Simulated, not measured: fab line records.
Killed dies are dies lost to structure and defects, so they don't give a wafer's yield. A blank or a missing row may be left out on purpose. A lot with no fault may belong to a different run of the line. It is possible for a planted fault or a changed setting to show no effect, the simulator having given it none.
A struck lot beside a sound one | flow n5Finfet | 37 steps out of a route of 1938
Sound: wafers L302.1, L302.4, L302.5. Struck: wafer L296.4 (left out: L296.5, a lot-mate that was not struck); the cause follows at the end.
For every step that has rows: the tool of each side, followed by ch and its chambers, followed by its first start. Under that, the readings that differ: sound wafers | struck wafers | difference of the means | sigmas: that difference in standard deviations of wafers without a fault.
alike: readings with means less than 2 such deviations apart, plus words and numbers identical on both sides. not compared: withheld readings, readings lacking a value on some wafer, bounds such as >300 that could conceal the same value, and numbers that have no deviation in the record and whose values overlap.
A row with sigmas, a row that says differs or no value, or rows on one side alone: a step with any of these is where the two part. Numbers that have no deviation but don't overlap get no sigmas and don't part them. A reading missing from all wafers of one side parts the sides only when that side holds two or more wafers.

first, 9 steps without rows for these wafers: N5_BEOL_M10_PEB_26 (peb time 60 s); N5_BEOL_M10_DEVELOP_27 (develop time 30 s); N5_BEOL_M10_DESCUM_33 (chemistry O2, time 7.9 s); N5_BEOL_M10_ETCH_65 (etches SiARC in CF4, target depth 39 nm, time 65 s); N5_BEOL_M10_ETCH_66 (etches SOC in N2/H2, target depth 120 nm, overetch 24 nm, time 180 s); N5_BEOL_M10_STRIP_69 (strips in N2/H2); N5_BEOL_M10_VIA_ETCH_34 (etches SiCOH lowk in C4F6/O2, target depth 184.5 nm, time 69.2 s); N5_BEOL_M10_STRIP_73 (strips in C4F6/O2); N5_BEOL_M10_STRIP_36 (strips in N2/H2).
N5_BEOL_M10_TRENCH_ETCH_37: etches SiCOH lowk in C4F6/O2, target depth 148.83 nm, time 48 s.
  sound on rieDiel-03 ch 0,3, day 18 03:02; struck on rieDiel-04 ch 2, day 17 06:23
reading                                    | sound             | struck | difference | sigmas
model.BEOL_M10.featureDepthNm (nm)         | 148.6 147.4 147.4 | 130.4  | -17.4      | 
model.etch.depthNm (nm)                    | 148.6 147.5 147.4 | 130.4  | -17.4      | 
model.TiN_of_BEOL_M10_HM_DEP_02.thkNm (nm) | 15.6 16 15.6      | 16.2   | +0.5       | 
  alike: O2_flow_sccm, drypumpMotorCurrentA, oesProductAu, rfVppV, showerheadPlenumPTorr, throttleValvePct
  not compared: rfHoursCounterH
then, 2 steps without rows for these wafers: N5_BEOL_M10_ETCH_41 (etches SiCN in CH3F/O2, target depth 42.6 nm, time 86 s); N5_BEOL_M10_STRIP_77 (strips in N2/H2, time 10 s).
N5_BEOL_M10_OCD_MEAS_38:
  struck on ocd-02, day 17 06:34; sound on ocd-01, day 18 03:13
reading            | sound             | struck | difference | sigmas
trenchDepthNm (nm) | 148.5 147.8 147.1 | 130.7  | -17.1      | -6
then, 13 steps without rows for these wafers: N5_BEOL_M10_HM_STRIP_39 (strips TiN in peroxide tin strip, target depth 25 nm, time 158 s); N5_BEOL_M10_SRD_40 (time 30 s); N5_BEOL_M10_PRECLEAN_42 (cleans in residue remover, time 60 s); N5_BEOL_M10_SRD_43 (time 30 s); N5_BEOL_M10_CURE_72 (cures SiCOH lowk, time 120 s); N5_BEOL_M10_DEGAS_44 (time 60 s); N5_BEOL_M10_PRE_CLEAN_45 (time 30 s); N5_BEOL_M10_ALD_74 (deposits TaN, target thk 2 nm, pulse time 2 s, purge time 3 s); N5_BEOL_M10_SURFACE_TREAT_76; N5_BEOL_M10_CVD_75 (deposits Co from CCTBA/H2, target thk 2 nm, time 138.9 s); N5_BEOL_M10_SPUTTER_48 (material Cu, target thk 12 nm, time 2 s); N5_BEOL_M10_ECD_50 (material Cu, target thk 318 nm); N5_BEOL_M10_ANNEAL_51 (time 90 s).
N5_BEOL_M10_CMP_52: polishes, stops on SiCOH lowk, t overpolish 7 s, target thk 140 nm.
  sound on cmp-01 ch 0,1, day 18 05:21; struck on cmp-02 ch 1, day 17 09:17
reading                                | sound         | struck | difference | sigmas
motorCurrentA (A)                      | 5.7 6.0 6.2   | 7.1    | +1.1       | +2
model.Cu_of_BEOL_M10_ECD_50.thkNm (nm) | 138.4 137 138 | 121.2  | -16.6      | 
  alike: barrierFieldEndpointS, overpolishRunS, timeToEndpointS
N5_BEOL_M10_THK_MEAS_53: measures by xrf.
  struck on filmMetro-02, day 17 09:32; sound on filmMetro-01, day 18 05:39
reading      | sound             | struck | difference | sigmas
M10_THK (nm) | 137.8 137.1 138.0 | 120.4  | -17.2      | -6
then, 2 steps without rows for these wafers: N5_BEOL_M10_PRE_CLEAN_55 (time 15 s); N5_BEOL_M10_DEP_56 (deposits SiCN from 3MS/NH3, target thk 15 nm, time 26.5 s).
N5_BEOL_M10_RS_MEAS_57: a four-point-probe measurement.
  struck on filmMetro-02, day 17 09:40; sound on filmMetro-02, day 18 05:47
reading         | sound             | struck | difference | sigmas
M10_RS (ohm/sq) | 0.153 0.155 0.153 | 0.177  | +0.023     | +7
then, 5 steps without rows for these wafers: N5_BEOL_M11_ILD_DEP_00 (deposits SiCOH lowk from DEMS/porogen, target thk 308.51 nm, time 58 s); N5_BEOL_M11_CURE_71 (cures SiCOH lowk, time 240 s); N5_BEOL_M11_PECVD_70 (deposits SiO2 from TEOS/O2, target thk 20 nm, time 22.7 s); N5_BEOL_M11_HM_DEP_02 (deposits TiN, target thk 20 nm); N5_BEOL_M11_COAT_59 (time 60 s, resist thk 100 nm).
N5_BEOL_M15_RC_MEAS_101:
  sound on prober-02 ch 0, day 19 14:46; struck on prober-01 ch 0, day 18 16:58
reading                    | sound                   | struck  | difference | sigmas
COMB_M15 (S/m)             | 2.4e-12 2.6e-12 2.2e-12 | 3.9e-12 | +1.5e-12   | +2
SERP_M10 (ohm/um)          | 3.13 3.20 3.10          | 3.60    | +0.46      | +6
SERP_M10_max_site (ohm/um) | 3.19 3.34 3.18          | 3.74    | +0.50      | +6
  alike: etestTempC, COMB_M10, COMB_M11, COMB_M12, COMB_M13, COMB_M13_max_site, COMB_M14, COMB_M5, COMB_M6, COMB_M7, COMB_M8, COMB_M8_max_site, COMB_M9, SERP_M11, SERP_M12, SERP_M13, SERP_M14, SERP_M14_max_site, SERP_M5, SERP_M6, SERP_M7, SERP_M8, SERP_M9

== WHERE THEY PART ==
First at N5_BEOL_M10_OCD_MEAS_38; last, within this record, at N5_BEOL_M15_RC_MEAS_101.

WHY: the cause the simulator had injected
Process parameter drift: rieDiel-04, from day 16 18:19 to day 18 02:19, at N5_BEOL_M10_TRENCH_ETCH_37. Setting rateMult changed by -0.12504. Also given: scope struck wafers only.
